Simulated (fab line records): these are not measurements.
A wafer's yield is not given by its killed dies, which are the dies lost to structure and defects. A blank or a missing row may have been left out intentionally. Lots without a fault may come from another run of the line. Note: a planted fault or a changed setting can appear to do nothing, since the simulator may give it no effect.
Struck lot and sound lot, side by side -- flow nandHarc -- 25 out of 1302 route steps
Sound: the wafers L571.2, L571.3, L571.5. Wafers L575.3, L575.5, L575.6 were the ones struck. The cause is named last.
Each step with rows lists, per side, the tool, then ch with its chambers, then its first start. Under that, the readings that differ: sound wafers -- struck wafers -- difference of the means -- sigmas: that difference in standard deviations of wafers without a fault.
alike: a reading whose means differ by less than 2 such deviations, as well as words and numbers matching on both sides. not compared: withheld readings; readings where some wafer has no value; bounds like >300 that might hide an equal value; numbers whose values overlap and for which the record gives no deviation.
The two part at a step that has a row with sigmas, a row that says differs or no value, or rows on one side only. When numbers do not overlap yet have no deviation, they are printed without sigmas and do not part them. A reading that every wafer of one side lacks parts them only if that side has two wafers or more.

NHARC_A_CHANNEL_HOLE_D2_OVL_MEAS_11:
  struck on overlay-01, day 19 07:54; sound on overlay-01, day 18 02:29
  alike: overlayXNm, overlayYNm
NHARC_A_CHANNEL_HOLE_D2_INSPECT_12:
  struck on defectInspect-01, day 19 07:56; sound on defectInspect-01, day 18 02:31
reading,sound,struck,difference,sigmas
rawDefectCount,53 68 73,16 12 13,-51,-2
then, 4 steps without rows for these wafers: NHARC_A_CHANNEL_HOLE_D2_DESCUM_15 (chemistry O2, time 3 s); NHARC_A_CHANNEL_HOLE_D2_ETCH_38 (etches the open film in CF4, target depth 39 nm, time 65 s); NHARC_A_CHANNEL_HOLE_D2_ETCH_39 (etches the open film in N2/H2, target depth 260 nm, time 325 s); NHARC_A_CHANNEL_HOLE_D2_ETCH_34 (etches the open film in CF4/CHF3, target depth 154 nm, time 77 s).
NHARC_A_CHANNEL_HOLE_D2_ETCH_16: etches the open film in O2/COS, target depth 3100 nm, time 806 s.
  sound on rieDiel-09 ch 1,2; struck on rieDiel-10 ch 1,2,3
reading,sound,struck,difference,sigmas
drypumpMotorCurrentA (A),5.8 6.6 6.7,5.1 5.9 4.9,-1.1,-2
  alike: biasW, chamberPressureMTorr, oesProductAu, rfVppV, showerheadPlenumPTorr, throttleValvePct
  not compared: rfHoursCounterH
NHARC_A_CHANNEL_HOLE_D2_CD_MEAS_18:
  struck on cdSem-03, day 19 09:07; sound on cdSem-03, day 18 03:53
  alike: cdNm
NHARC_A_CHANNEL_HOLE_D2_ETCH_19: etches the open film in C4F8/O2/Ar, time 34.5 s.
  sound on harEtch-01 ch 0,1, day 18 05:57; struck on harEtch-01 ch 0,1, day 19 12:41
  alike: biasV, c4f8FlowSccm, drypumpMotorCurrentA, showerheadPlenumPTorr, throttleValvePct
  not compared: rfHoursCounterH
then, 2 steps without rows for these wafers: NHARC_A_CHANNEL_HOLE_D2_ETCH_20 (etches the open film in C4F8/O2/Ar, time 361.9 s, target depth 1600 nm); NHARC_A_CHANNEL_HOLE_D2_ETCH_21 (etches the open film in C4F8/O2/Ar, time 514.3 s, target depth 1600 nm).
NHARC_A_CHANNEL_HOLE_D2_ETCH_22: etches the open film in C4F8/O2/Ar, time 666.7 s, target depth 1600 nm.
  sound on harEtch-01 ch 0,1, day 18 06:54; struck on harEtch-01 ch 0,1, day 19 13:47
  alike: c4f8FlowSccm, chamberPressureMTorr, drypumpMotorCurrentA, showerheadPlenumPTorr, throttleValvePct
  not compared: rfHoursCounterH
NHARC_A_CHANNEL_HOLE_D2_ETCH_23: etches the open film in C4F8/O2/Ar, time 819 s, target depth 1600 nm.
  sound on harEtch-01 ch 0,1, day 18 07:30; struck on harEtch-01 ch 0,1, day 19 14:25
  no value came back on the struck wafers for any of 5 readings (c4f8FlowSccm (sccm), chamberPressureMTorr (mTorr) and others); on the sound wafers c4f8FlowSccm (sccm) reads 89.13 89.38 88.96
  not compared: rfHoursCounterH
then, 3 steps without rows for these wafers: NHARC_A_CHANNEL_HOLE_D2_ETCH_24 (etches the open film in C4F8/O2/Ar, time 906.2 s, target depth 1500 nm); NHARC_A_CHANNEL_HOLE_D2_ETCH_25 (etches the open film in C4F8/O2/Ar, time 1040.2 s, target depth 1500 nm); NHARC_A_CHANNEL_HOLE_D2_ETCH_26 (etches the open film in C4F8/O2/Ar, time 224.1 s, target depth 300 nm).
NHARC_A_CHANNEL_HOLE_D2_ETCH_27: etches the open film in C4F8/O2/Ar, time 90 s, target depth 400 nm.
  sound on harEtch-01 ch 0,1, day 18 09:57; struck on harEtch-01 ch 0,1, day 19 16:41
reading,sound,struck,difference,sigmas
c4f8FlowSccm (sccm),41.97 41.98 41.90,41.73 41.71 41.44,-0.32,-2
  alike: biasV, drypumpMotorCurrentA, showerheadPlenumPTorr, throttleValvePct
  not compared: rfHoursCounterH
then, 3 steps without rows for these wafers: NHARC_A_CHANNEL_HOLE_D2_STRIP_41 (strips in N2/H2); NHARC_A_CHANNEL_HOLE_D2_STRIP_42 (strips in CF4/CHF3); NHARC_A_CHANNEL_HOLE_D2_STRIP_43 (strips in O2/COS).
NHARC_A_CHANNEL_HOLE_D2_ETCH_44: etches the open film in CF4/O2, target depth 140 nm, overetch 14 nm, time 77 s.
  sound on rieDiel-05 ch 0,1,2, day 18 10:40; struck on rieDiel-09 ch 0,1,2, day 19 17:22
reading,sound,struck,difference,sigmas
model.A_CHANNEL_HOLE_D2.cdNm (nm),89.64 89.66 89.63,100.6 98.26 98.59,+9.5,
  alike: biasW, cf4FlowSccm, drypumpMotorCurrentA, oesProductAu, rfVppV, showerheadPlenumPTorr, throttleValvePct
  not compared: rfHoursCounterH
NHARC_A_CHANNEL_HOLE_D2_STRIP_28: strips in O2.
  sound on rieDiel-05 ch 0,1,3; struck on rieDiel-09 ch 1,2,3
reading,sound,struck,difference,sigmas
throttleValvePct (%),17.031 17.027 17.026,17.041 17.052 17.051,+0.020,+2
  alike: drypumpMotorCurrentA, oesProductAu, rfVppV, showerheadPlenumPTorr
  not compared: rfHoursCounterH
then, 2 steps without rows for these wafers: NHARC_A_CHANNEL_HOLE_D2_PRECLEAN_29 (cleans in SC1); NHARC_A_CHANNEL_HOLE_D2_SRD_30.
NHARC_A_CHANNEL_HOLE_D2_CD_MEAS_31:
  struck on cdSem-01, day 19 18:20; sound on cdSem-01, day 18 11:28
reading,sound,struck,difference,sigmas
cdNm (nm),89.5 89.6 89.2,0.9 0.8 0.0,-88.9,-59
  not compared: hold

WHERE THEY PART
Earliest at NHARC_A_CHANNEL_HOLE_D2_INSPECT_12; latest, in this record, at NHARC_A_CHANNEL_HOLE_D2_CD_MEAS_31.

WHY: the cause the simulator had injected
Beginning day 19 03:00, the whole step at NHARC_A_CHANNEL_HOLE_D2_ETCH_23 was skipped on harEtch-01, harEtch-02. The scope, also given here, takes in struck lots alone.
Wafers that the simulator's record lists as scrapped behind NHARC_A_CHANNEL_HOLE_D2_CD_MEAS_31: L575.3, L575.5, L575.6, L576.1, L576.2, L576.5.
